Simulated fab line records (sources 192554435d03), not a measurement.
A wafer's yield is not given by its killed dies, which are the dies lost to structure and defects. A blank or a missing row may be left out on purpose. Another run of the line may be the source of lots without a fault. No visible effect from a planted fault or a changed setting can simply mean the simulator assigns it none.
Which of the tools did it?	flow n5 finfet	24 lots, 72 wafers sampled, at 3 steps of a route of 1938

WHAT THE GAUGES READ, wafer by wafer
N5_BEOL_M0_SAQP_OVL_MEAS_41.
lot	measured	on	M0_CUT1_OVL (nm)
L074	day 6 05:07	overlay-02	-0.9 1.1 -0.8
L076	day 6 07:37	overlay-01	-1.2 -1.0 -1.0
L077	day 6 23:47	overlay-01	0.0 -0.4 0.3
L078	day 7 02:16	overlay-02	-0.2 0.7 -0.2
L075	day 7 02:19	overlay-01	0.3 1.2 0.9
L079	day 7 02:39	overlay-02	0.9 1.1 -0.5
L080	day 7 08:25	overlay-02	0.3 0.0 -0.3
L081	day 7 14:55	overlay-02	-1.1 -0.4 -0.7
L082	day 7 20:17	overlay-02	-0.3 0.3 -0.1
L083	day 8 01:46	overlay-02	-0.5 -0.4 -0.2
L084	day 8 11:57	overlay-01	0.1 -0.1 -1.4
L085	day 8 18:20	overlay-01	-1.1 -0.5 -1.2
L086	day 8 20:50	overlay-02	-0.2 0.6 0.0
L087	day 8 23:59	overlay-02	-1.4 -1.2 -1.8
L088	day 9 05:56	overlay-02	0.1 0.7 0.0
L089	day 9 15:24	overlay-01	-0.5 -0.1 -0.7
L090	day 9 17:13	overlay-01	-1.8 -0.5 -1.0
L091	day 9 19:48	overlay-02	-0.1 -0.9 -0.7
L092	day 10 05:30	overlay-02	-0.2 -0.3 0.2
L093	day 10 09:25	overlay-01	-0.3 -0.2 0.6
L094	day 10 20:26	overlay-02	0.3 1.4 -0.1
L095	day 11 01:15	overlay-02	-0.7 -0.2 -0.2
L096	day 11 04:46	overlay-02	1.0 -0.8 -1.4
L097	day 11 11:47	overlay-01	-0.8 0.0 -0.4

TOOL THAT RAN EACH LOT (tool first, then ch and the chambers of the sampled wafers, then the start)
lot	N5_BEOL_M0_SAQP_STRIP_86	N5_BEOL_M0_SAQP_RECESS_114
L074	rie diel-03 ch 0,1,3, day 6 01:49	vapor etch-01 ch 0,1, day 6 02:04
L076	rie diel-06 ch 0,1, day 6 03:38	vapor etch-01 ch 0,1, day 6 03:46
L077	rie diel-02 ch 0,3, day 6 20:20	vapor etch-01 ch 0,1, day 6 20:28
L078	rie diel-06 ch 0,1,2, day 6 20:28	vapor etch-02 ch 0,1, day 6 20:35
L075	rie diel-06 ch 0,1,3, day 6 20:37	vapor etch-01 ch 0,1, day 6 20:50
L079	rie diel-06 ch 1,2,3, day 6 21:02	vapor etch-01 ch 0,1, day 6 21:11
L080	rie diel-02 ch 0,1,2, day 7 04:51	vapor etch-02 ch 0,1, day 7 04:59
L081	rie diel-03 ch 2,3, day 7 11:26	vapor etch-01 ch 0,1, day 7 11:37
L082	rie diel-06 ch 1,2,3, day 7 16:53	vapor etch-02 ch 0, day 7 17:04
L083	rie diel-02 ch 2,3, day 7 20:38	vapor etch-02 ch 0,1, day 7 20:46
L084	rie diel-03 ch 0,1,2, day 8 06:49	vapor etch-02 ch 0,1, day 8 06:56
L085	rie diel-06 ch 0,2, day 8 14:21	vapor etch-01 ch 0,1, day 8 14:29
L086	rie diel-03 ch 0,3, day 8 16:43	vapor etch-02 ch 0,1, day 8 16:58
L087	rie diel-02 ch 1,2,3, day 8 19:50	vapor etch-02 ch 0,1, day 8 19:58
L088	rie diel-02 ch 0,2,3, day 9 01:16	vapor etch-01 ch 0,1, day 9 01:43
L089	rie diel-06 ch 0,1, day 9 11:28	vapor etch-02 ch 0,1, day 9 11:36
L090	rie diel-02 ch 0,1,3, day 9 13:13	vapor etch-01 ch 0,1, day 9 13:20
L091	rie diel-06 ch 2,3, day 9 15:54	vapor etch-01 ch 0,1, day 9 16:13
L092	rie diel-02 ch 0,1,3, day 10 02:02	vapor etch-01 ch 0,1, day 10 02:17
L093	rie diel-03 ch 0,1,2, day 10 05:16	vapor etch-01 ch 0,1, day 10 05:24
L094	rie diel-02 ch 0,3, day 10 16:52	vapor etch-01 ch 0,1, day 10 17:02
L095	rie diel-06 ch 0,2,3, day 10 21:50	vapor etch-01 ch 0,1, day 10 21:58
L096	rie diel-03 ch 0,1,3, day 11 01:25	vapor etch-02 ch 0,1, day 11 01:33
L097	rie diel-06 ch 1,2,3, day 11 08:24	vapor etch-01 ch 0,1, day 11 08:32
- N5_BEOL_M0_SAQP_STRIP_86: strips in N2/H2.
- N5_BEOL_M0_SAQP_RECESS_114: chemistry HF/NH3, target SiO2, target depth 14.4 nm, afs cycles 3, sublimation time 60 s.

AS READ BY THE TOOLS THEMSELVES (means over the sampled wafers that have a number; for cases with no such wafer, the mark the record gives instead)
N5_BEOL_M0_SAQP_STRIP_86.
lot	tool	drypump motor current A (A)	oes product au (a.u.)	rf vpp V (V)	showerhead plenum p Torr (Torr)	throttle valve pct (%)
L074	rie diel-03	5.9	0.73	121.9	3.38	18.7
L076	rie diel-06	5.7	0.76	122.0	3.24	18.8
L077	rie diel-02	5.5	0.88	121.9	3.46	18.7
L078	rie diel-06	5.7	0.74	120.9	3.33	18.6
L075	rie diel-06	5.6	0.72	121.3	3.23	19.0
L079	rie diel-06	5.6	0.74	122.2	3.30	18.9
L080	rie diel-02	5.5	0.78	120.1	3.28	19.0
L081	rie diel-03	6.2	0.74	121.6	3.26	18.7
L082	rie diel-06	5.6	0.73	122.4	3.30	19.0
L083	rie diel-02	5.6	0.81	121.6	3.45	18.9
L084	rie diel-03	5.7	0.71	121.6	3.32	18.9
L085	rie diel-06	5.7	0.90	120.8	3.35	18.2
L086	rie diel-03	6.1	0.72	121.3	3.33	18.7
L087	rie diel-02	5.4	0.77	122.3	3.38	19.1
L088	rie diel-02	5.7	0.79	121.3	3.34	18.8
L089	rie diel-06	5.7	0.89	122.1	3.26	18.4
L090	rie diel-02	5.3	0.81	123.1	3.38	18.9
L091	rie diel-06	5.5	0.88	122.2	3.55	19.0
L092	rie diel-02	5.4	0.80	121.4	3.37	18.9
L093	rie diel-03	5.7	0.79	121.4	3.31	18.7
L094	rie diel-02	5.7	0.81	122.2	3.33	18.7
L095	rie diel-06	5.6	0.85	120.6	3.45	18.6
L096	rie diel-03	5.9	0.78	120.2	3.36	18.6
L097	rie diel-06	5.6	0.79	122.4	3.42	18.9

N5_BEOL_M0_SAQP_RECESS_114.
lot	tool	drypump motor current A (A)
L074	vapor etch-01	5.9
L076	vapor etch-01	5.6
L077	vapor etch-01	5.7
L078	vapor etch-02	5.8
L075	vapor etch-01	5.6
L079	vapor etch-01	5.7
L080	vapor etch-02	5.5
L081	vapor etch-01	5.9
L082	vapor etch-02	6.1
L083	vapor etch-02	5.5
L084	vapor etch-02	5.8
L085	vapor etch-01	5.6
L086	vapor etch-02	5.5
L087	vapor etch-02	5.8
L088	vapor etch-01	5.9
L089	vapor etch-02	5.8
L090	vapor etch-01	5.7
L091	vapor etch-01	5.7
L092	vapor etch-01	5.6
L093	vapor etch-01	5.9
L094	vapor etch-01	5.6
L095	vapor etch-01	5.9
L096	vapor etch-02	5.5
L097	vapor etch-01	5.9

THE ANSWER, worked out from the rows above alone
Rule: the usual values come from the lots themselves. The widest of any qualifying gaps counts: lots, ordered by their means at a reading, are off when they make up no more than a third of the lots, leave a main group of 4 or more, and stand apart from it by 3 or more times the standard deviation of that group's means. Not used: any main group whose means are identical at the precision the tables above print for the reading. Also off: a lot with no number at a reading for which 4 or more lots have one. Any other lot the step has rows for is counted as sound. The gauges are gone through in route order, then the tools' own readings, and for those a lot's mean is taken as printed above. At the first step where some lot is off, the reading lying furthest off is the one used; lots without a number count as furthest.
Across all readings shown, no lot is off: no conclusion can be drawn from this.

WHAT THE SIMULATOR PUT IN
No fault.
